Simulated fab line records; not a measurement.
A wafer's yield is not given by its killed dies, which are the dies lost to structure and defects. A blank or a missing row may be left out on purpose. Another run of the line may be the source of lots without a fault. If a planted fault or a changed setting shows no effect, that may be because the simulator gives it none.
A struck lot beside a sound one ; flow n5-finfet ; 39 steps out of a route of 1938
Sound: wafers L170.2, L170.4, L170.6. Wafers L160.2, L160.3, L160.4 were the ones struck. The cause comes at the end.
Order at every step that has rows: each side's tool, ch and its chambers, its first start. Under that, the readings that differ: sound wafers ; struck wafers ; difference of the means ; sigmas: that difference in standard deviations of wafers without a fault.
alike: a reading whose means differ by less than 2 such deviations, as well as words and numbers matching on both sides. not compared: withheld readings; readings where some wafer has no value; bounds like >300 that might hide an equal value; numbers whose values overlap and for which the record gives no deviation.
A row with sigmas, a row that says differs or no value, or rows on one side alone: a step with any of these is where the two part. Numbers that have no deviation but don't overlap get no sigmas and don't part them. A reading missing from all wafers of one side parts the sides only when that side holds two or more wafers.

first, 11 steps without rows for these wafers: N5_BEOL_M0_STRIP_142 (strips in N2/H2, time 10 s); N5_BEOL_M0_HM_STRIP_129 (strips TiN in peroxide tin strip, target depth 17 nm, time 108 s); N5_BEOL_M0_SRD_130 (time 30 s); N5_BEOL_M0_ETCH_109 (etches SiCN in CH3F/O2, target depth 8 nm, overetch 2.4 nm, time 27.4 s); N5_BEOL_M0_STRIP_139 (strips in post etch residue remover, time 60 s); N5_BEOL_M0_SRD_111 (time 30 s); N5_BEOL_M0_DEGAS_112 (time 60 s); N5_BEOL_M0_PRE_CLEAN_113 (time 30 s); N5_BEOL_M0_ALD_136 (deposits TaN, pulse time 2 s, purge time 3 s, co reactant purge time 2 s); N5_BEOL_M0_SURFACE_TREAT_137; N5_BEOL_M0_CVD_115 (deposits Co from CCTBA/H2, time 120 s).
N5_BEOL_M0_SPUTTER_116: material Cu, target thk 4 nm, time 7.37 s.
  sound on pvd-sputter-01, day 11 21:14; struck on pvd-sputter-03, day 9 07:06
  no value came back on the struck wafers for chamber-pressure-pa (Pa), chuck-gas-flow-sccm (sccm), throttle-valve-pct (%); on the sound wafers chamber-pressure-pa (Pa) reads 0.06997 0.06997 0.07026
then, 25 steps without rows for these wafers: N5_BEOL_M0_ANNEAL_117 (time 60 s); N5_BEOL_M0_SPUTTER_132 (material Cu, target thk 4 nm, time 7.37 s); N5_BEOL_M0_ANNEAL_133 (time 60 s); N5_BEOL_M0_SPUTTER_134 (material Cu, target thk 4 nm, time 7.37 s); N5_BEOL_M0_ANNEAL_135 (time 60 s); N5_BEOL_M0_SPUTTER_141 (material Cu, target thk 4 nm, time 7.37 s); N5_BEOL_M0_ECD_118 (material Cu, target thk 300 nm); N5_BEOL_M0_ANNEAL_119 (time 90 s); N5_BEOL_M0_CMP_120 (polishes, stops on SiOC, t overpolish 6.9 s); N5_BEOL_M0_PRE_CLEAN_131 (time 15 s); N5_BEOL_M0_CO_CAP_123 (material Co, precursor CCTBA/H2, target thk 2 nm, time 102.1 s); N5_BEOL_M0_PRE_CLEAN_124 (time 15 s); N5_BEOL_M0_DEP_125 (deposits SiCN from 3MS/NH3, target thk 8 nm, time 14 s); N5_BEOL_M1_ILD_DEP_00 (deposits SiOC from DEMS/O2, target thk 79 nm, time 15.3 s); N5_BEOL_M1_PECVD_72 (deposits SiO2 from TEOS/O2, target thk 16 nm, time 18 s); N5_BEOL_M1_HM_DEP_02 (deposits TiN, target thk 20 nm); N5_BEOL_M1_COAT_61 (time 60 s, resist thk 60 nm); N5_BEOL_M1_COAT_62 (time 60 s, resist thk 12 nm); N5_BEOL_M1_COAT_73 (time 60 s, resist thk 5 nm); N5_BEOL_M1_COAT_05 (resist thk 30 nm); N5_BEOL_M1_EBR_07; N5_BEOL_M1_SOFTBAKE_06 (time 60 s); N5_BEOL_M1_EXPOSE_08 (exposes mask M1); N5_BEOL_M1_PEB_09 (peb time 60 s); N5_BEOL_M1_DEVELOP_10 (develop time 30 s).
-- here the record skips 4 days between the struck wafers' starts before and after, leaving off in module BEOL_M1 and picking up in module BEOL_M4 (first step shown: number 1111 of the route) --
N5_BEOL_M4_RC_MEAS_101:
  sound on prober-01 ch 0, day 15 11:52; struck on prober-01 ch 0, day 13 01:38
reading;sound;struck;difference;sigmas
DIBL_N (mV/V);34.2 35.5 35.3;39.4 39.5 37.7;+3.9;+2
DIBL_P (mV/V);32.5 34.0 33.4;39.8 40.4 37.5;+5.9;+3
  alike: IOFF_N, IOFF_P, ION_N, ION_P, SS_N, SS_P, VT_N, VT_P
-- a jump in the record: the struck wafers' starts before and after are 5 days apart (it breaks off in module BEOL_M4 and resumes in module PASSIVATION, where the first step shown is number 1936 of the route) --
N5_PASSIVATION_PROBE_49:
  rows exist in the record for the struck wafers here (prober-01, day 18 01:04), but not for the sound ones

WHERE THEY PART
At N5_BEOL_M0_SPUTTER_116 first; at N5_PASSIVATION_PROBE_49 last (within this record only).

WHY: what had been put in by the simulator
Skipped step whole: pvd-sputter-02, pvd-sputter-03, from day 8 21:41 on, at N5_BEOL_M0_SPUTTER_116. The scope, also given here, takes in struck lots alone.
